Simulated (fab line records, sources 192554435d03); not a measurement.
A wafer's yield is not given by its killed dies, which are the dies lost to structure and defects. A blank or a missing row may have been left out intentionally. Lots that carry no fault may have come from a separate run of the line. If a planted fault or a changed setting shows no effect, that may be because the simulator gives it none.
Struck lot and sound lot, side by side :: flow n5_finfet :: 19 steps out of a route of 1938
Sound: the wafers L120.2, L120.4, L120.5. Wafers struck: L125.2, L125.3, L125.6. The cause comes at the end.
Each step with rows lists, per side, the tool, then ch with its chambers, then its first start. Under that, the readings that differ: sound wafers :: struck wafers :: difference of the means :: sigmas: that difference in standard deviations of wafers without a fault.
alike: a reading whose means differ by less than 2 such deviations, as well as words and numbers matching on both sides. not compared: withheld readings; readings where some wafer has no value; bounds like >300 that might hide an equal value; numbers whose values overlap and for which the record gives no deviation.
A row with sigmas, a row that says differs or no value, or rows on one side alone: a step with any of these is where the two part. Numbers that don't overlap but have no deviation are shown without sigmas and don't part them. A reading that every wafer of one side lacks parts them only if that side has two wafers or more.

N5_BEOL_M11_ETCH_61: etches SiARC in CF4, target depth 39 nm, time 65 s.
  sound on rie_diel-01 ch 0,1, day 13 17:01; struck on rie_diel-06 ch 0,1,2, day 14 02:14
  alike: drypump_motor_current_A, etch_rf_on_time_s, oes_product_au, rf_vpp_V, showerhead_plenum_p_Torr, throttle_valve_pct
  not compared: rf_hours_counter_h
N5_BEOL_M11_ETCH_62: etches SOC in N2/H2, target depth 110 nm, overetch 22 nm, time 165 s.
  sound on rie_diel-01 ch 0,1, day 13 17:04; struck on rie_diel-06 ch 0,1,2, day 14 02:17
  alike: drypump_motor_current_A, n2_flow_sccm, oes_product_au, rf_vpp_V, showerhead_plenum_p_Torr, throttle_valve_pct
  not compared: rf_hours_counter_h
then, 1 step without rows for these wafers: N5_BEOL_M11_STRIP_68 (strips in N2/H2).
N5_BEOL_M11_STRIP_67: strips in CF4.
  sound on rie_diel-01 ch 0,1, day 13 17:13; struck on rie_diel-06 ch 0,1,2, day 14 02:26
  alike: drypump_motor_current_A, oes_product_au, rf_vpp_V, showerhead_plenum_p_Torr, throttle_valve_pct
  not compared: rf_hours_counter_h
N5_BEOL_M11_HM_OPEN_17: chemistry Cl2/BCl3, target TiN, target depth 20 nm, overetch 6 nm.
  sound on rie_metal-02 ch 1, day 13 17:16; struck on rie_metal-01 ch 1, day 14 02:28
  alike: drypump_motor_current_A, oes_product_au, throttle_valve_pct
  not compared: rf_hours_counter_h
N5_BEOL_M11_STRIP_19: strips in O2.
  sound on rie_diel-01 ch 0,1,3, day 13 17:30; struck on rie_diel-06 ch 1,2, day 14 02:41
  alike: drypump_motor_current_A, oes_product_au, rf_vpp_V, showerhead_plenum_p_Torr, throttle_valve_pct
  not compared: rf_hours_counter_h
N5_BEOL_M11_CD_MEAS_18: pitch 140 nm, target cd 70 nm.
  sound on cd_sem-01 at day 13 17:34; struck on cd_sem-01 at day 14 02:45
  alike: cd_nm
then, 5 steps without rows for these wafers: N5_BEOL_M11_COAT_63 (time 60 s, resist thk 100 nm); N5_BEOL_M11_COAT_64 (time 60 s, resist thk 30 nm); N5_BEOL_M11_COAT_22 (resist thk 90 nm); N5_BEOL_M11_EBR_24; N5_BEOL_M11_SOFTBAKE_23 (time 60 s).
N5_BEOL_M11_EXPOSE_25: exposes mask V10.
  sound on arfi_scanner-03 ch 0, day 13 18:47; struck on arfi_scanner-01 ch 0, day 14 05:09
reading: model.BEOL_M11.overlay_x_nm (nm)
sound: -0.2 -0.2 -0.2
struck: 9.2 9.2 9.2
difference: +9.4
sigmas: 
  alike: mask, stage_vel_mm_s
then, 2 steps without rows for these wafers: N5_BEOL_M11_PEB_26 (peb time 60 s); N5_BEOL_M11_DEVELOP_27 (develop time 30 s).
N5_BEOL_M11_CD_MEAS_28 targets a cd of 70 nm.
  sound on cd_sem-02 ch 0, day 13 18:55; struck on cd_sem-03 ch 0, day 14 05:16
  alike: cd_nm
N5_BEOL_M11_OVL_MEAS_29:
  sound on overlay-02 ch 0, day 13 18:58; struck on overlay-02 ch 0, day 14 05:18
reading: V10_OVL (nm)
sound: 0.6 0.5 -0.6
struck: 8.7 8.2 9.3
difference: +8.6
sigmas: +12
N5_BEOL_M11_INSPECT_30: inspects for defects (brightfield).
  sound on defect_inspect-01 at day 13 18:59; struck on defect_inspect-02 at day 14 05:19
  alike: raw_defect_count
N5_PASSIVATION_PROBE_49:
  sound on prober-02 at day 15 19:58; struck on prober-02 at day 16 01:44
  alike: defect_limited_yield, killed_at_M0_to_M3, killed_at_M4_up, killed_at_contacts, killed_at_front_end, killed_at_other, killed_dies, killed_open, killed_short, sort_bin_5_function, sort_bin_6_memory, sort_n_pass, sort_yield_pct

== WHERE THEY PART ==
N5_BEOL_M11_OVL_MEAS_29 only, going by this record. Later steps at which nothing parts them and some readings are alike: N5_BEOL_M11_INSPECT_30, N5_PASSIVATION_PROBE_49.

WHY: whatever the simulator had introduced
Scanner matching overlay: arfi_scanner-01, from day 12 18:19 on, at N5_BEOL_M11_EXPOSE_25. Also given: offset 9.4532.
